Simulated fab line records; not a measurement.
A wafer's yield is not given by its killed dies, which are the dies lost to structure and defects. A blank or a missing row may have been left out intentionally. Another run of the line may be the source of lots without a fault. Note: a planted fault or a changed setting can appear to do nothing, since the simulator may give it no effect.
Which tool did it? / flow nand-harc / 33 wafers from 11 lots sampled at 5 of the route's 1159 steps

== WHAT THE GAUGES SHOWED, per wafer ==
NHARC_END_SORT_01.
lot=L587; measured=day 20 14:42; on=prober-02; defect-limited-yield (%)=95.7 96.6 95.3
lot=L598; measured=day 22 13:22; on=prober-02; defect-limited-yield (%)=97.6 97.0 97.5
lot=L601; measured=day 23 06:09; on=prober-02; defect-limited-yield (%)=96.3 95.9 97.6

== TOOL THAT RAN EACH LOT (tool first, then ch and the chambers of the sampled wafers, then the start) ==
lot=L586; NHARC_A_M1_STRIP_18=rie-diel-03 ch 0,3, day 18 01:18; NHARC_A_BONDPAD_EXPOSE_06=krf-scanner-02 ch 0, day 18 05:31; NHARC_A_BONDPAD_DESCUM_11=rie-diel-11 ch 1,2, day 18 05:54; NHARC_A_BONDPAD_STRIP_15=rie-diel-11 ch 0,1,2, day 18 06:21
lot=L588; NHARC_A_M1_STRIP_18=rie-diel-08 ch 0,1,3, day 18 01:59; NHARC_A_BONDPAD_EXPOSE_06=krf-scanner-04 ch 0, day 18 06:06; NHARC_A_BONDPAD_DESCUM_11=rie-diel-06 ch 0,1,2, day 18 06:29; NHARC_A_BONDPAD_STRIP_15=rie-diel-13 ch 0,1,2, day 18 06:55
lot=L587; NHARC_A_M1_STRIP_18=rie-diel-08 ch 0,1,3, day 18 23:56; NHARC_A_BONDPAD_EXPOSE_06=krf-scanner-01 ch 0, day 19 03:52; NHARC_A_BONDPAD_DESCUM_11=rie-diel-13 ch 2,3, day 19 04:14; NHARC_A_BONDPAD_STRIP_15=rie-diel-13 ch 0,1, day 19 04:38
lot=L594; NHARC_A_M1_STRIP_18=rie-diel-08 ch 1,2, day 20 00:11; NHARC_A_BONDPAD_EXPOSE_06=krf-scanner-01 ch 0, day 20 04:27; NHARC_A_BONDPAD_DESCUM_11=rie-diel-06 ch 1,2, day 20 04:49; NHARC_A_BONDPAD_STRIP_15=rie-diel-06 ch 1,2,3, day 20 05:17
lot=L593; NHARC_A_M1_STRIP_18=rie-diel-02 ch 1,3, day 20 00:35; NHARC_A_BONDPAD_EXPOSE_06=krf-scanner-04 ch 0, day 20 04:50; NHARC_A_BONDPAD_DESCUM_11=rie-diel-06 ch 0,1,2, day 20 05:13; NHARC_A_BONDPAD_STRIP_15=rie-diel-06 ch 1,2, day 20 05:40
lot=L596; NHARC_A_M1_STRIP_18=rie-diel-08 ch 1,2,3, day 20 15:08; NHARC_A_BONDPAD_EXPOSE_06=krf-scanner-02 ch 0, day 20 20:01; NHARC_A_BONDPAD_DESCUM_11=rie-diel-06 ch 1,2, day 20 20:22; NHARC_A_BONDPAD_STRIP_15=rie-diel-06 ch 0,2, day 20 20:46
lot=L599; NHARC_A_M1_STRIP_18=rie-diel-03 ch 0,2,3, day 21 01:17; NHARC_A_BONDPAD_EXPOSE_06=krf-scanner-02 ch 0, day 21 05:38; NHARC_A_BONDPAD_DESCUM_11=rie-diel-11 ch 0,1, day 21 06:01; NHARC_A_BONDPAD_STRIP_15=rie-diel-06 ch 0,2,3, day 21 06:30
lot=L598; NHARC_A_M1_STRIP_18=rie-diel-02 ch 0,1,3, day 21 04:18; NHARC_A_BONDPAD_EXPOSE_06=krf-scanner-02 ch 0, day 21 08:06; NHARC_A_BONDPAD_DESCUM_11=rie-diel-13 ch 0,2,3, day 21 08:29; NHARC_A_BONDPAD_STRIP_15=rie-diel-13 ch 0,1,2, day 21 08:53
lot=L601; NHARC_A_M1_STRIP_18=rie-diel-08 ch 0,1,3, day 21 19:18; NHARC_A_BONDPAD_EXPOSE_06=krf-scanner-04 ch 0, day 21 23:16; NHARC_A_BONDPAD_DESCUM_11=rie-diel-13 ch 0,1,3, day 21 23:38; NHARC_A_BONDPAD_STRIP_15=rie-diel-13 ch 1,2,3, day 22 00:01
lot=L606; NHARC_A_M1_STRIP_18=rie-diel-03 ch 0,1, day 23 04:27; NHARC_A_BONDPAD_EXPOSE_06=krf-scanner-02 ch 0, day 23 08:30; NHARC_A_BONDPAD_DESCUM_11=rie-diel-13 ch 1,2,3, day 23 08:53; NHARC_A_BONDPAD_STRIP_15=rie-diel-13 ch 1,2,3, day 23 09:19
lot=L607; NHARC_A_M1_STRIP_18=rie-diel-08 ch 0,2,3, day 23 04:54; NHARC_A_BONDPAD_EXPOSE_06=krf-scanner-01 ch 0, day 23 08:58; NHARC_A_BONDPAD_DESCUM_11=rie-diel-06 ch 0,1,2, day 23 09:19; NHARC_A_BONDPAD_STRIP_15=rie-diel-13 ch 1,2,3, day 23 09:43
- NHARC_A_M1_STRIP_18: strips in N2/H2.
- NHARC_A_BONDPAD_EXPOSE_06: exposes mask A BPAD.
- NHARC_A_BONDPAD_DESCUM_11: chemistry O2, time 3 s.
- NHARC_A_BONDPAD_STRIP_15: strips in O2.

== THE ANSWER, worked out from the rows above alone ==
Rule: usual is defined by the lots themselves. The widest of any qualifying gaps counts: lots, ordered by their means at a reading, are off when they make up no more than a third of the lots, leave a main group of 4 or more, and stand apart from it by 3 or more times the standard deviation of that group's means. The tables above print the reading to a certain number of digits; a main group whose means all agree to those digits is not used. Also off: a lot with no number at a reading for which 4 or more lots have one. Where the step has rows for the other lots, those lots are counted as sound.
None of the lots is off at any reading shown; this tells nothing.

== WHAT WAS PUT IN BY THE SIMULATOR ==
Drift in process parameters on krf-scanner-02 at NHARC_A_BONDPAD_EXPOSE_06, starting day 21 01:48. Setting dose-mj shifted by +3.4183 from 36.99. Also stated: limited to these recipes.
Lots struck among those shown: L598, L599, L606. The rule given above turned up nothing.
